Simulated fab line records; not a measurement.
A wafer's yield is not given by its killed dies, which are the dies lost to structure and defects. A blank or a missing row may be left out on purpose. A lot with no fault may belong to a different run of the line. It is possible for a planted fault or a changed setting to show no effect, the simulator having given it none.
fab line records	flow nandHarc	part 1 of 2: steps 1 to 22 of 34
record: lots: 5	wafers: 15	lastDay: 33
route steps=1302 shown A_BONDPAD@1214 HYBRID_BOND@1237 THIN_TSV@1244
lots with no fault: from the same line, run without faults
startH: hours from the record's first day to the start of the lot's first wafer shown	waitH: how many hours have passed since the lot's step before this one	" identical to the entry in the row above	L1.1+2: a row that stands for several wafers	- no value, or no start was given	* or withheld: withheld	< > ~ a bound
route shown NAME@n: NAME is a module with steps in the file, n the number in the route of the first one	usual: mean/standard deviation taken from wafers without a fault	same: alike in all rows	chamber/n: place in a boat	sites: per-site readings	_std_site: how widely they spread, as a standard deviation	_edge_site: mean of outer sites minus mean of inner sites	radiusMm: for every site, how far away it sits from the centre of the wafer	mask NAME#n: copy n	behind: the last tool/chamber to shape the wafer	hold: the reason the lot was held/the length of the hold in hours/how it ended	device: names the non-switching transistor (n, p or np)	end of line: tests run on the same wafers once the route is complete	a step given without rows: its recipe and nothing more	killed: at the first sort, the dies lost to defects and structure; wafer yield is something else	map: the dies of a wafer, with x for killed, . for not killed, _ for no die there
set.NAME: the setting that was run; set.NAME@STEP: the one run at that earlier step	model.NAME: the simulator's own value behind a step, which no gauge read
lots at some steps of the route; a table a step, a row a wafer
services: the hour from which a tool's chamber was out of use, counted from the record's first day as startH (under 0 if before that day), plus the number of hours and why
== steps ==
step: NHARC_A_BONDPAD_DEVELOP_08
recipe: timeS: 50	devTempC: 22
lot.wafer	tool	chamber	startH	waitH
L079.2+3+6	lithoTrack-07	0	-	-
L083.3+4+5	lithoTrack-03	0	-	-
L086.3+4+6	lithoTrack-03	0	-	-
L088.1+3+5	lithoTrack-02	0	-	-
L095.1+5+6	lithoTrack-03	0	-	-
step: NHARC_A_BONDPAD_CD_MEAS_09
recipe: targetCdNm: 500	landingEnergyEv: 500
usual: cdNm: 501.0/2.3
same: landingEnergyEv: 500
lot.wafer	tool	chamber	startH	waitH	cdNm
L079.2	cdSem-03	0	567.74	-	500.2
L079.3	"	0	"	"	501.5
L079.6	"	0	"	"	500.2
L083.3	cdSem-03	0	610.03	-	504.5
L083.4	"	0	"	"	505.3
L083.5	"	0	"	"	501.7
L086.3	cdSem-03	0	639.08	-	501.4
L086.4	"	0	"	"	501.3
L086.6	"	0	"	"	503.4
L088.1	cdSem-03	0	664.19	-	499.6
L088.3	"	0	"	"	498.2
L088.5	"	0	"	"	499.1
L095.1	cdSem-02	0	752.24	-	504.5
L095.5	"	0	"	"	503.2
L095.6	"	0	"	"	501.7
step: NHARC_A_BONDPAD_OVL_MEAS_35
usual: overlayXNm: 0/5	overlayYNm: 1/4.6
lot.wafer	tool	chamber	startH	waitH	overlayXNm	overlayYNm
L079.2	overlay-01	-	567.82	-	-8	-3
L079.3	"	-	"	"	-8	-4
L079.6	"	-	"	"	-7	-4
L083.3	overlay-01	-	610.12	-	-5	3
L083.4	"	-	"	"	-4	3
L083.5	"	-	"	"	-4	3
L086.3	overlay-01	-	639.16	-	4	-4
L086.4	"	-	"	"	3	-4
L086.6	"	-	"	"	4	-4
L088.1	overlay-01	-	664.28	-	5	-8
L088.3	"	-	"	"	5	-8
L088.5	"	-	"	"	5	-8
L095.1	overlay-02	-	752.33	-	-3	6
L095.5	"	-	"	"	-3	7
L095.6	"	-	"	"	-3	7
step: NHARC_A_BONDPAD_HARDBAKE_10
recipe: tempC: 118	timeS: 65
lot.wafer	tool	chamber	startH	waitH
L079.2+3+6	lithoTrack-02	0	567.87	0.0
L083.3+4+5	lithoTrack-02	0	610.17	0.0
L086.3+4+6	lithoTrack-02	0	639.21	0.0
L088.1+3+5	lithoTrack-07	0	664.32	0.0
L095.1+5+6	lithoTrack-03	0	752.38	0.0
step: NHARC_A_BONDPAD_DESCUM_11
recipe: timeS: 3	o2FlowSccm: 200	arFlowSccm: 0	biasPowerW: 0	chemistry: O2
usual: drypumpMotorCurrentA: 5.5/0.44	oesProductAu: 1.005/0.011	rfVppV: 57.9/0.87	showerheadPlenumPTorr: 1.96/0.079	throttleValvePct: 11.312/0.0086
same: biasPowerW: 0
lot.wafer	tool	chamber	startH	waitH	drypumpMotorCurrentA	oesProductAu	rfHoursCounterH	rfVppV	showerheadPlenumPTorr	throttleValvePct
L079.3	rieDiel-01	1	567.96	-	5.7	1.010	0	57.5	2.01	11.298
L079.2	"	2	"	"	5.4	0.996	0	57.8	1.95	11.319
L079.6	"	3	"	"	5.9	0.996	-	57.5	2.05	11.295
L083.3	rieDiel-13	2	610.24	-	5.1	1.009	27	59.0	1.78	11.317
L083.4	"	1	"	"	5.7	1.012	30	58.1	1.87	11.312
L083.5	"	3	"	"	6.6	1.002	-	57.9	1.89	11.304
L086.4	rieDiel-01	2	639.30	-	5.3	1.012	2	57.1	1.95	11.326
L086.3	"	0	"	"	4.9	1.007	3	58.1	1.91	11.321
L086.6	"	2	"	"	5.3	1.003	-	57.0	1.95	11.304
L088.3	rieDiel-07	2	664.42	-	5.4	1.016	2	58.0	1.90	11.315
L088.1	"	3	"	"	5.1	1.006	2	57.2	1.89	11.320
L088.5	"	0	"	"	4.8	0.994	-	58.7	1.99	11.304
L095.1	rieDiel-01	1	752.45	-	5.7	1.010	0	58.8	2.01	11.331
L095.6	"	1	"	"	5.7	0.992	-	57.3	2.01	11.319
L095.5	"	2	"	"	5.3	1.019	-	58.0	1.94	11.325
step: NHARC_A_BONDPAD_ETCH_34
recipe: targetDepthA: 600	overetchA: 180	timeS: 65.91	ionEnergyEv: 200	n2FlowSccm: 150	h2FlowSccm: 150	arFlowSccm: 0	rfW: 400	biasW: 150	chemistry: N2/H2
usual: drypumpMotorCurrentA: 5.5/0.43	oesProductAu: 1.005/0.011	rfVppV: 431.9/2.5	showerheadPlenumPTorr: 2.09/0.084	throttleValvePct: 14.171/0.0094
lot.wafer	tool	chamber	startH	waitH	drypumpMotorCurrentA	oesProductAu	rfHoursCounterH	rfVppV	showerheadPlenumPTorr	throttleValvePct
L079.2	rieDiel-01	0	568.04	0.1	4.9	1.004	0	429.1	2.04	14.169
L079.3	"	1	"	"	5.7	1.009	0	433.3	2.15	14.163
L079.6	"	2	"	"	5.4	0.994	-	432.4	2.07	14.162
L083.4	rieDiel-13	1	610.34	0.1	5.7	1.007	30	429.9	2.00	14.171
L083.3	"	2	"	"	5.1	1.016	27	427.5	1.90	14.170
L083.5	"	0	"	"	5.9	0.991	-	427.1	1.91	14.160
L086.3	rieDiel-01	1	639.37	0.1	5.7	1.006	3	434.2	2.15	14.159
L086.4	"	2	"	"	5.4	1.018	2	431.8	2.07	14.172
L086.6	"	2	"	"	5.4	1.013	-	431.8	2.07	14.182
L088.3	rieDiel-07	2	664.49	0.1	5.4	1.022	2	431.1	2.03	14.162
L088.1	"	3	"	"	5.1	1.023	2	428.2	2.01	14.163
L088.5	"	1	"	"	5.8	1.012	-	434.9	2.22	14.160
L095.1	rieDiel-01	0	752.56	0.1	4.9	1.006	0	431.8	2.04	14.165
L095.6	"	1	"	"	5.7	0.998	-	432.9	2.15	14.181
L095.5	"	2	"	"	5.3	1.020	-	431.1	2.07	14.183
step: NHARC_A_BONDPAD_ETCH_12
recipe: targetDepthA: 2200	timeS: 110	chf3FlowSccm: 50	o2FlowSccm: 10	arFlowSccm: 200	rfW: 500	biasW: 200	chemistry: CHF3/O2
usual: drypumpMotorCurrentA: 5.4/0.44	oesProductAu: 0.956/0.022	rfVppV: 371.7/2.2	showerheadPlenumPTorr: 2.45/0.091	throttleValvePct: 20.573/0.01
lot.wafer	tool	chamber	startH	waitH	drypumpMotorCurrentA	oesProductAu	rfHoursCounterH	rfVppV	showerheadPlenumPTorr	throttleValvePct
L079.3	rieDiel-01	1	-	-	5.7	0.981	0	373.8	2.52	20.575
L079.2	"	0	"	"	4.9	0.988	0	370.3	2.40	20.561
L079.6	"	1	"	"	5.8	0.985	-	372.6	2.52	20.569
L083.3	rieDiel-13	3	-	-	6.6	0.924	30	368.9	2.37	20.579
L083.4	"	0	"	"	5.9	0.923	29	367.9	2.26	20.577
L083.5	"	3	"	"	6.6	0.931	-	371.0	2.37	20.577
L086.3	rieDiel-01	2	-	-	5.4	0.968	2	372.8	2.44	20.551
L086.4	"	0	"	"	4.8	0.995	3	368.6	2.40	20.573
L086.6	"	2	"	"	5.3	0.965	-	371.0	2.44	20.585
L088.3	rieDiel-07	0	-	-	4.8	0.952	0	372.1	2.49	20.574
L088.1	"	1	"	"	5.8	0.963	2	374.3	2.60	20.564
L088.5	"	3	"	"	5.0	0.989	-	369.6	2.37	20.586
L095.1	rieDiel-01	1	-	-	5.7	0.958	0	372.6	2.52	20.572
L095.5	"	0	"	"	4.9	0.987	-	370.2	2.40	20.572
L095.6	"	1	"	"	5.7	0.966	-	374.5	2.52	20.561
step: NHARC_A_BONDPAD_CD_MEAS_13
usual: cdNm: 500.7/2.5
lot.wafer	tool	chamber	startH	waitH	cdNm
L079.2	cdSem-01	-	568.26	-	499.2
L079.3	"	-	"	"	501.2
L079.6	"	-	"	"	500.4
L083.3	cdSem-03	-	610.56	-	504.1
L083.4	"	-	"	"	503.9
L083.5	"	-	"	"	501.1
L086.3	cdSem-02	-	639.61	-	500.5
L086.4	"	-	"	"	501.2
L086.6	"	-	"	"	504.3
L088.1	cdSem-03	-	664.72	-	497.7
L088.3	"	-	"	"	497.3
L088.5	"	-	"	"	499.9
L095.1	cdSem-02	-	752.78	-	503.6
L095.5	"	-	"	"	504.6
L095.6	"	-	"	"	501.1
step: NHARC_A_BONDPAD_STRIP_15
recipe: o2FlowSccm: 500	arFlowSccm: 0	biasW: 0	chemistry: O2
usual: drypumpMotorCurrentA: 5.4/0.47	oesProductAu: 1.005/0.0094	rfVppV: 57.8/0.93	showerheadPlenumPTorr: 3.56/0.15	throttleValvePct: 17.037/0.0091
lot.wafer	tool	chamber	startH	waitH	drypumpMotorCurrentA	oesProductAu	rfHoursCounterH	rfVppV	showerheadPlenumPTorr	throttleValvePct
L079.3	rieDiel-01	3	568.34	0.1	5.9	0.997	0	57.8	3.76	17.048
L079.2	"	0	"	"	4.9	1.012	0	57.7	3.53	17.026
L079.6	"	0	"	"	4.9	1.017	-	59.7	3.53	17.042
L083.4	rieDiel-13	0	610.64	0.1	5.9	1.001	29	59.1	3.33	17.041
L083.3	"	2	"	"	5.0	1.018	27	55.6	3.30	17.022
L083.5	"	0	"	"	5.9	1.000	-	57.6	3.33	17.035
L086.4	rieDiel-07	0	639.69	0.1	4.8	1.000	26	57.5	3.66	17.028
L086.3	"	2	"	"	5.4	1.011	28	56.6	3.51	17.040
L086.6	"	3	"	"	5.1	0.992	-	57.1	3.48	17.022
L088.3	rieDiel-07	3	664.79	0.1	5.1	1.021	2	57.2	3.48	17.032
L088.1	"	0	"	"	4.8	0.999	0	58.2	3.66	17.034
L088.5	"	0	"	"	4.8	0.994	-	57.3	3.66	17.036
L095.1	rieDiel-07	0	752.90	0.1	4.8	1.012	15	58.8	3.65	17.037
L095.6	"	1	"	"	5.8	0.998	-	59.2	3.80	17.033
L095.5	"	2	"	"	5.4	1.010	-	57.1	3.50	17.038
step: NHARC_A_BONDPAD_ETCH_24
recipe: targetDepthA: 300	overEtchFrac: 0.3	timeS: 72.99	ionEnergyEv: 150	cf4FlowSccm: 50	n2FlowSccm: 100	arFlowSccm: 150	rfW: 300	biasW: 100	chemistry: CF4/N2
usual: drypumpMotorCurrentA: 5.4/0.47	oesProductAu: 1.007/0.0098	rfVppV: 314.6/2.1	showerheadPlenumPTorr: 2.65/0.11	throttleValvePct: 19.795/0.0097
lot.wafer	tool	chamber	startH	waitH	drypumpMotorCurrentA	oesProductAu	rfHoursCounterH	rfVppV	showerheadPlenumPTorr	throttleValvePct
L079.3	rieDiel-01	3	-	-	5.9	0.992	0	315.7	2.80	19.799
L079.2	"	1	"	"	5.7	1.003	0	315.9	2.76	19.807
L079.6	"	3	"	"	5.9	0.991	-	317.1	2.80	19.794
L083.3	rieDiel-13	3	-	-	6.6	1.000	30	311.7	2.59	19.795
L083.4	"	0	"	"	5.9	0.997	29	313.2	2.47	19.812
L083.5	"	2	"	"	5.0	1.015	-	311.7	2.46	19.785
L086.3	rieDiel-07	2	-	-	5.4	1.019	28	312.6	2.61	19.810
L086.4	"	3	"	"	5.1	1.001	27	313.8	2.59	19.801
L086.6	"	1	"	"	5.8	1.016	-	311.1	2.42	19.797
L088.3	rieDiel-07	0	-	-	4.8	0.988	0	315.9	2.72	19.807
L088.1	"	2	"	"	5.3	1.005	2	313.8	2.61	19.814
L088.5	"	0	"	"	4.8	0.983	-	317.1	2.72	19.790
L095.1	rieDiel-07	0	-	-	4.8	1.012	15	314.5	2.72	19.786
L095.6	"	0	"	"	4.8	1.013	-	314.7	2.72	19.787
L095.5	"	1	"	"	5.8	0.991	-	317.4	2.83	19.803
step: NHARC_A_BONDPAD_STRIP_16
recipe: timeS: 600	tempC: 30	chemistry: postEtchResidueRemover
lot.wafer	tool	chamber	startH	waitH
L079.2+6+3	wetBench-08	6,7,1	568.62	-
L083.3+4+5	wetBench-10	3,5,7	610.91	-
L086.6+3+4	wetBench-10	6,0,2	640.02	-
L088.1+3+5	wetBench-08	0,2,3	665.07	-
L095.1+6+5	wetBench-08	3,4,6	753.14	-
step: NHARC_A_BONDPAD_DEGAS_25
recipe: tempC: 300	timeS: 60
usual: heaterPowerW: 463/43
lot.wafer	tool	chamber	startH	waitH	heaterPowerW
L079.2	pvdSputter-02	-	568.88	-	422
L079.3	"	-	"	"	424
L079.6	"	-	"	"	419
L083.3	pvdSputter-03	-	611.19	-	439
L083.4	"	-	"	"	494
L083.5	"	-	"	"	412
L086.3	pvdSputter-01	-	640.29	-	450
L086.4	"	-	"	"	573
L086.6	"	-	"	"	566
L088.1	pvdSputter-01	-	665.35	-	496
L088.3	"	-	"	"	466
L088.5	"	-	"	"	567
L095.1	pvdSputter-01	-	753.42	-	453
L095.6	"	-	"	"	456
L095.5	"	-	"	"	459
step: NHARC_A_BONDPAD_PRE_CLEAN_26
recipe: timeS: 30	tempC: 280	gas: H2/He
usual: heaterPowerW: 408/37
lot.wafer	tool	chamber	startH	waitH	heaterPowerW
L079.3	pvdSputter-02	-	-	-	376
L079.2	"	-	"	"	396
L079.6	"	-	"	"	370
L083.4	pvdSputter-03	-	-	-	363
L083.3	"	-	"	"	407
L083.5	"	-	"	"	442
L086.3	pvdSputter-01	-	-	-	420
L086.4	"	-	"	"	490
L086.6	"	-	"	"	432
L088.3	pvdSputter-01	-	-	-	515
L088.1	"	-	"	"	409
L088.5	"	-	"	"	497
L095.1	pvdSputter-01	-	-	-	493
L095.6	"	-	"	"	419
L095.5	"	-	"	"	401
step: NHARC_A_BONDPAD_PVD_17
recipe: targetThkA: 50	biasV: 168.6	powerW: 15000	chamberPressurePa: 0.12	timeS: 8.06	substrateTempC: 50	material: TaN
usual: throttleValvePct: 30.0/1
lot.wafer	tool	chamber	startH	waitH	throttleValvePct
L079.3	pvdSputter-02	-	-	-	30.0
L079.2	"	-	"	"	29.6
L079.6	"	-	"	"	29.2
L083.3	pvdSputter-03	-	-	-	31.5
L083.4	"	-	"	"	30.0
L083.5	"	-	"	"	29.3
L086.4	pvdSputter-01	-	-	-	29.0
L086.3	"	-	"	"	31.3
L086.6	"	-	"	"	31.2
L088.1	pvdSputter-01	-	-	-	28.1
L088.3	"	-	"	"	31.5
L088.5	"	-	"	"	28.7
L095.1	pvdSputter-01	-	-	-	28.0
L095.6	"	-	"	"	29.1
L095.5	"	-	"	"	31.4
step: NHARC_A_BONDPAD_PVD_27
recipe: targetThkA: 300	chamberPressurePa: 5	powerW: 5000	substrateTempC: 30	timeS: 20.49	material: Cu
usual: throttleValvePct: 29.9/1
lot.wafer	tool	chamber	startH	waitH	throttleValvePct
L079.3	pvdSputter-02	-	-	-	29.5
L079.2	"	-	"	"	29.6
L079.6	"	-	"	"	29.5
L083.4	pvdSputter-03	-	-	-	29.2
L083.3	"	-	"	"	29.9
L083.5	"	-	"	"	29.1
L086.4	pvdSputter-01	-	-	-	28.1
L086.3	"	-	"	"	29.3
L086.6	"	-	"	"	31.6
L088.3	pvdSputter-01	-	-	-	31.1
L088.1	"	-	"	"	31.5
L088.5	"	-	"	"	28.1
L095.1	pvdSputter-01	-	-	-	31.4
L095.6	"	-	"	"	28.1
L095.5	"	-	"	"	29.1
step: NHARC_A_BONDPAD_ECD_18
recipe: targetThkA: 4000	bathTempC: 25	material: Cu
usual: bathTempC: 25.01/0.1
lot.wafer	tool	chamber	startH	waitH	bathTempC
L079.2	ecdCu-02	0	569.29	-	24.92
L079.3	"	0	"	"	24.90
L079.6	"	0	"	"	25.15
L083.4	ecdCu-02	0	611.64	-	24.85
L083.3	"	1	"	"	24.91
L083.5	"	0	"	"	24.81
L086.3	ecdCu-02	0	640.78	-	25.02
L086.4	"	1	"	"	24.91
L086.6	"	0	"	"	24.99
L088.1	ecdCu-02	1	665.75	-	25.17
L088.3	"	1	"	"	25.05
L088.5	"	0	"	"	24.92
L095.1	ecdCu-01	1	753.80	-	25.15
L095.6	"	1	"	"	24.98
L095.5	"	0	"	"	25.09
step: NHARC_A_BONDPAD_ANNEAL_28
recipe: tempC: 225	timeS: 90
usual: wafer_temp_C_max: 225.70/0.27
lot.wafer	tool	chamber	startH	waitH	wafer_temp_C_max
L079.2	rtpAnneal-02	0	569.67	-	225.81
L079.3	"	0	"	"	225.98
L079.6	"	0	"	"	226.51
L083.3	rtpAnneal-02	0	612.02	0.3	226.02
L083.4	"	0	"	"	226.16
L083.5	"	0	"	"	226.07
L086.3	rtpAnneal-01	0	641.23	0.4	225.40
L086.4	"	0	"	"	225.67
L086.6	"	0	"	"	225.55
L088.1	rtpAnneal-01	0	666.08	0.3	225.59
L088.3	"	0	"	"	225.52
L088.5	"	0	"	"	225.31
L095.1	rtpAnneal-01	0	754.18	0.3	225.75
L095.5	"	0	"	"	225.66
L095.6	"	0	"	"	225.73
step: NHARC_A_BONDPAD_CMP_19
recipe: tOverpolishS: 30	cuRecessTouchS: 16	targetThkNm: 169.82
usual: motorCurrentA: 12.8/1.2	overpolishRunS: 30.000/0.009
same: cuRecessTouchS: 16
lot.wafer	tool	chamber	startH	waitH	motorCurrentA	overpolishRunS
L079.3	cmp-02	0	569.97	-	14.4	29.998
L079.2	"	2	"	"	13.0	30.008
L079.6	"	0	"	"	14.5	30.003
L083.3	cmp-02	2	612.26	-	12.3	29.990
L083.4	"	1	"	"	11.6	30.005
L083.5	"	2	"	"	12.9	30.014
L086.4	cmp-02	3	641.47	-	12.8	29.984
L086.3	"	1	"	"	11.8	30.003
L086.6	"	0	"	"	15.1	30.005
L088.3	cmp-01	1	666.45	-	14.3	29.991
L088.1	"	2	"	"	11.0	29.988
L088.5	"	1	"	"	13.9	29.994
L095.1	cmp-01	0	754.55	-	12.1	30.007
L095.5	"	3	"	"	11.6	30.007
L095.6	"	0	"	"	12.4	30.006
step: NHARC_A_BONDPAD_THK_MEAS_20
recipe: thkMeasGauge: xrf
usual: thkNm: 170.0/1.7
lot.wafer	tool	chamber	startH	waitH	thkNm
L079.2	filmMetro-01	-	570.29	-	169.4
L079.3	"	-	"	"	169.1
L079.6	"	-	"	"	168.8
L083.3	filmMetro-01	-	612.59	-	171.0
L083.4	"	-	"	"	172.6
L083.5	"	-	"	"	170.7
L086.3	filmMetro-01	-	641.79	-	173.0
L086.4	"	-	"	"	170.0
L086.6	"	-	"	"	167.6
L088.1	filmMetro-01	-	666.75	-	169.8
L088.3	"	-	"	"	171.2
L088.5	"	-	"	"	171.6
L095.1	filmMetro-02	-	754.84	-	169.4
L095.5	"	-	"	"	169.9
L095.6	"	-	"	"	169.1
step: NHARC_A_BONDPAD_SRD_21
recipe: timeS: 30	tempC: 23	dryTimeS: 20	spinRpm: 1500
usual: co2ResistivityMohmCm: 0.1998/0.0021
lot.wafer	tool	chamber	startH	waitH	co2ResistivityMohmCm
L079.2	wetBench-10	6	570.33	0.0	0.2022
L079.6	"	2	"	"	0.1971
L079.3	"	3	"	"	0.2004
L083.5	wetBench-10	2	612.63	0.0	0.1973
L083.3	"	3	"	"	0.1988
L083.4	"	7	"	"	0.2005
L086.4	wetBench-08	7	641.83	0.0	0.1989
L086.3	"	0	"	"	0.2012
L086.6	"	2	"	"	0.2006
L088.5	wetBench-08	0	666.79	0.0	0.2027
L088.1	"	4	"	"	0.1984
L088.3	"	5	"	"	0.2012
L095.6	wetBench-10	2	754.89	0.0	0.2018
L095.1	"	3	"	"	0.2023
L095.5	"	6	"	"	0.1981
step: NHARC_A_BONDPAD_INSPECT_23
usual: rawDefectCount: 555/130
lot.wafer	tool	chamber	startH	waitH	rawDefectCount
L079.2	defectInspect-02	-	570.50	0.0	846
L079.3	"	-	"	"	782
L079.6	"	-	"	"	750
L083.3	defectInspect-01	-	612.81	0.0	639
L083.4	"	-	"	"	700
L083.5	"	-	"	"	765
L086.3	defectInspect-01	-	642.02	0.0	504
L086.4	"	-	"	"	444
L086.6	"	-	"	"	546
L088.1	defectInspect-02	-	666.97	0.0	499
L088.3	"	-	"	"	460
L088.5	"	-	"	"	488
L095.1	defectInspect-01	-	755.05	0.0	306
L095.5	"	-	"	"	454
L095.6	"	-	"	"	321
step: NHARC_HYBRID_BOND_ACTIVATE_00
recipe: timeS: 60	n2FlowSccm: 200	arFlowSccm: 0	biasPowerW: 0	chemistry: N2
usual: drypumpMotorCurrentA: 5.3/0.36	oesProductAu: 1.006/0.013	rfVppV: 64.1/0.83	showerheadPlenumPTorr: 1.78/0.091
same: biasPowerW: 0
lot.wafer	tool	chamber	startH	waitH	drypumpMotorCurrentA	oesProductAu	rfHoursCounterH	rfVppV	showerheadPlenumPTorr
L079.2	rieDiel-09	3	570.58	0.1	5.4	1.025	5	63.7	1.88
L079.3	"	0	"	"	5.4	1.036	5	64.5	1.71
L079.6	"	1	"	"	4.9	0.995	-	65.3	1.87
L083.3	rieDiel-10	2	612.90	0.1	6.3	0.991	1	65.6	1.90
L083.4	"	3	"	"	5.3	1.011	1	63.4	1.69
L083.5	"	1	"	"	5.1	1.007	-	62.9	1.73
L086.4	rieDiel-09	1	642.09	0.1	4.9	0.989	11	64.6	1.87
L086.3	"	2	"	"	5.3	1.007	11	63.6	1.68
L086.6	"	0	"	"	5.4	1.019	-	64.1	1.71
L088.1	rieDiel-09	3	667.04	0.1	5.4	1.012	15	64.6	1.87
L088.3	"	0	"	"	5.4	1.015	15	62.0	1.70
L088.5	"	3	"	"	5.4	1.017	-	64.8	1.88
L095.1	rieDiel-10	3	755.11	0.1	5.3	1.009	47	63.8	1.67
L095.5	"	0	"	"	6.3	0.994	-	64.0	1.74
L095.6	"	2	"	"	6.3	0.991	-	64.6	1.89
